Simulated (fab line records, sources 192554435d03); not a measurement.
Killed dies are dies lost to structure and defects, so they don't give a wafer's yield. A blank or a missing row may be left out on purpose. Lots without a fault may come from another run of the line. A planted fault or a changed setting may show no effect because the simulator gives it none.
A struck lot beside a sound one | flow n5_finfet | 41 steps out of a route of 1938
Sound: wafers L352.2, L352.3, L352.6. Struck: wafer L338.2. (L338.1, L338.5 of the same lot were not struck and are left out.) The cause comes at the end.
At each step with rows: each side's tool, then ch and its chambers, then its first start. Under that, the readings that differ: sound wafers | struck wafers | difference of the means | sigmas: that difference in standard deviations of wafers without a fault.
alike: readings whose means differ by less than 2 such deviations, and words and numbers that are the same on both sides. not compared: withheld readings, readings that some wafer has no value for, bounds like >300 that may hide the same value, and numbers for which the record gives no deviation and whose values overlap.
The two part at a step that has a row with sigmas, a row that says differs or no value, or rows on one side only. Numbers that don't overlap but have no deviation are shown without sigmas and don't part them. A reading that every wafer of one side lacks parts them only if that side has two wafers or more.

first, 9 steps without rows for these wafers: N5_BEOL_M4_ANNEAL_95 (time 240 s); N5_BEOL_M4_SPUTTER_96 (material Cu, target thk 4.5 nm, time 8.29 s); N5_BEOL_M4_ECD_50 (material Cu, target thk 300 nm); N5_BEOL_M4_ANNEAL_51 (time 90 s); N5_BEOL_M4_CMP_52 (polishes, stops on SiOC, t overpolish 6.8 s, target thk 40 nm); N5_BEOL_M4_PRE_CLEAN_60 (time 15 s); N5_BEOL_M4_CO_CAP_55 (material Co, precursor CCTBA/H2, target thk 2 nm, time 102.1 s); N5_BEOL_M4_PRE_CLEAN_56 (time 15 s); N5_BEOL_M4_DEP_57 (deposits SiCN from 3MS/NH3, target thk 8 nm, time 14 s).
N5_BEOL_M4_RC_MEAS_101:
  sound on prober-01 ch 0, day 14 08:02; struck on prober-01 ch 0, day 10 00:03
  alike: DIBL_N, DIBL_P, IOFF_N, IOFF_P, ION_N, ION_P, SS_N, SS_P, VT_N, VT_P
then, 24 steps without rows for these wafers: N5_BEOL_M5_ILD_DEP_00 (deposits SiCOH lowk from DEMS/porogen, target thk 140.64 nm, time 25.9 s); N5_BEOL_M5_CURE_79 (cures SiCOH lowk, time 240 s); N5_BEOL_M5_PECVD_70 (deposits SiO2 from TEOS/O2, target thk 16 nm, time 18 s); N5_BEOL_M5_HM_DEP_02 (deposits TiN, target thk 20 nm); N5_BEOL_M5_COAT_59 (time 60 s, resist thk 60 nm); N5_BEOL_M5_COAT_60 (time 60 s, resist thk 12 nm); N5_BEOL_M5_COAT_71 (time 60 s, resist thk 5 nm); N5_BEOL_M5_COAT_05 (resist thk 30 nm); N5_BEOL_M5_EBR_07; N5_BEOL_M5_SOFTBAKE_06 (time 60 s); N5_BEOL_M5_EXPOSE_08 (exposes mask M5, target cd 28 nm); N5_BEOL_M5_PEB_09 (peb time 60 s); N5_BEOL_M5_DEVELOP_10 (develop time 30 s); N5_BEOL_M5_DESCUM_16 (chemistry O2, time 7 s); N5_BEOL_M5_ETCH_72 (etches underlayer in N2/H2, target depth 6.5 nm, time 5.2 s); N5_BEOL_M5_ETCH_61 (etches SiARC in CF4, target depth 15.6 nm, time 26 s); N5_BEOL_M5_ETCH_62 (etches SOC in N2/H2, target depth 75 nm, overetch 15 nm, time 112.5 s); N5_BEOL_M5_STRIP_63 (strips in N2/H2); N5_BEOL_M5_STRIP_73 (strips in N2/H2); N5_BEOL_M5_STRIP_64 (strips in CF4); N5_BEOL_M5_HM_OPEN_17 (chemistry Cl2/BCl3, target TiN, target depth 20 nm, overetch 6 nm); N5_BEOL_M5_STRIP_19 (strips in O2); N5_BEOL_M5_COAT_65 (time 60 s, resist thk 60 nm); N5_BEOL_M5_COAT_66 (time 60 s, resist thk 12 nm).
N5_BEOL_M7_TRENCH_ETCH_37: etches SiCOH lowk in C4F6/O2, target depth 93.478 nm, time 31.2 s.
  sound on rie_diel-02 ch 1,2,3, day 15 08:47; struck on rie_diel-03 ch 3, day 11 02:28
  reading                                    | sound             | struck | difference | sigmas
  oes_product_au (a.u.)                      | 0.95 0.69 0.81    | 0.53   | -0.29      | -3
  model.etch.depth_nm (nm)                   | 92.92 92.49 91.63 | 55.06  | -37.29     |
  model.BEOL_M7.feature_depth_nm (nm)        | 93 92.4 91.6      | 55     | -37        |
  model.TiN_of_BEOL_M7_HM_DEP_02.thk_nm (nm) | 17.2 17.8 18      | 18.8   | +1.1       |
  alike: C4F6_flow_sccm, chamber_pressure_mTorr, drypump_motor_current_A, rf_fwd_power_W, rf_vpp_V, showerhead_plenum_p_Torr, throttle_valve_pct
  not compared: rf_hours_counter_h
N5_BEOL_M7_OCD_MEAS_38:
  sound on ocd-02, day 15 08:56; struck on ocd-02, day 11 02:37
  reading              | sound          | struck | difference | sigmas
  trench_depth_nm (nm) | 92.5 93.0 91.7 | 55.1   | -37.3      | -22
N5_BEOL_M7_CMP_52: polishes, stops on SiCOH lowk, t overpolish 6.9 s, target thk 80 nm.
  sound on cmp-02 ch 1,2,3, day 15 11:13; struck on cmp-04 ch 1, day 11 04:47
  reading                                | sound          | struck | difference | sigmas
  model.Cu_of_BEOL_M7_ECD_50.thk_nm (nm) | 80.2 80.6 79.6 | 43     | -37        |
  alike: clearing_platen_rpm, motor_current_A
N5_BEOL_M7_THK_MEAS_53: measures by xrf.
  sound on film_metro-01, day 15 11:25; struck on film_metro-02, day 11 05:02
  reading     | sound          | struck | difference | sigmas
  M7_THK (nm) | 81.6 81.9 80.6 | 43.4   | -38.0      | -19
N5_BEOL_M7_RS_MEAS_57: measures by four-point-probe.
  sound on film_metro-02, day 15 11:34; struck on film_metro-02, day 11 05:10
  reading        | sound             | struck | difference | sigmas
  M7_RS (ohm/sq) | 0.286 0.283 0.288 | 0.611  | +0.325     | +42
-- the record jumps here: 3 days lie between the struck wafers' starts before and after (it left off in module BEOL_M7 and takes up again in module BEOL_M15, whose first step shown is number 1830 of the route) --
N5_BEOL_M15_RC_MEAS_101:
  sound on prober-01 ch 0, day 17 22:07; struck on prober-01 ch 0, day 13 22:24
  reading                   | sound                      | struck   | difference | sigmas
  COMB_M14 (S/m)            | 3.9e-12 2.7e-12 3.5e-12    | 4.8e-12  | +1.4e-12   | +2
  COMB_M9 (S/m)             | 1.22e-11 1.19e-11 1.39e-11 | 1.95e-11 | +6.83e-12  | +2
  SERP_M7 (ohm/um)          | 13.9 13.5 14.0             | 27.7     | +13.9      | +21
  SERP_M7_max_site (ohm/um) | 14.0 14.2 14.1             | 28.5     | +14.4      | +20
  SERP_M8 (ohm/um)          | 14.1 13.6 13.6             | 11.8     | -2.0       | -3
  alike: etest_temp_c, COMB_M10, COMB_M11, COMB_M12, COMB_M13, COMB_M15, COMB_M5, COMB_M6, COMB_M8, SERP_M10, SERP_M11, SERP_M12, SERP_M13, SERP_M13_max_site, SERP_M14, SERP_M5, SERP_M6, SERP_M9
N5_PASSIVATION_PROBE_49:
  sound on prober-02, day 18 14:43; struck on prober-02, day 14 12:28
  reading                  | sound          | struck | difference | sigmas
  defect_limited_yield (%) | 91.4 88.9 89.1 | 84.7   | -5.1       | -3
  killed_at_M4_up          | 21 11 17       | 87     | +71        | +13
  killed_dies              | 101 131 129    | 180    | +60        | +3
  sort_bin_8_speed (%)     | 0 0 0          | 5.76   | +5.76      | +52
  sort_n_pass              | 1079 1049 1051 | 1000   | -60        | -3
  alike: killed_at_M0_to_M3, killed_at_contacts, killed_at_front_end, killed_at_other, killed_open, killed_short, sort_bin_5_function, sort_bin_6_memory

WHERE THEY PART
First at N5_BEOL_M7_TRENCH_ETCH_37; last, within this record, at N5_PASSIVATION_PROBE_49.

WHY: what the simulator had put in
Process parameter drift: rie_diel-03, from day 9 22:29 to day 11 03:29, at N5_BEOL_M7_TRENCH_ETCH_37. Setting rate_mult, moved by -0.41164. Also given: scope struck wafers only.
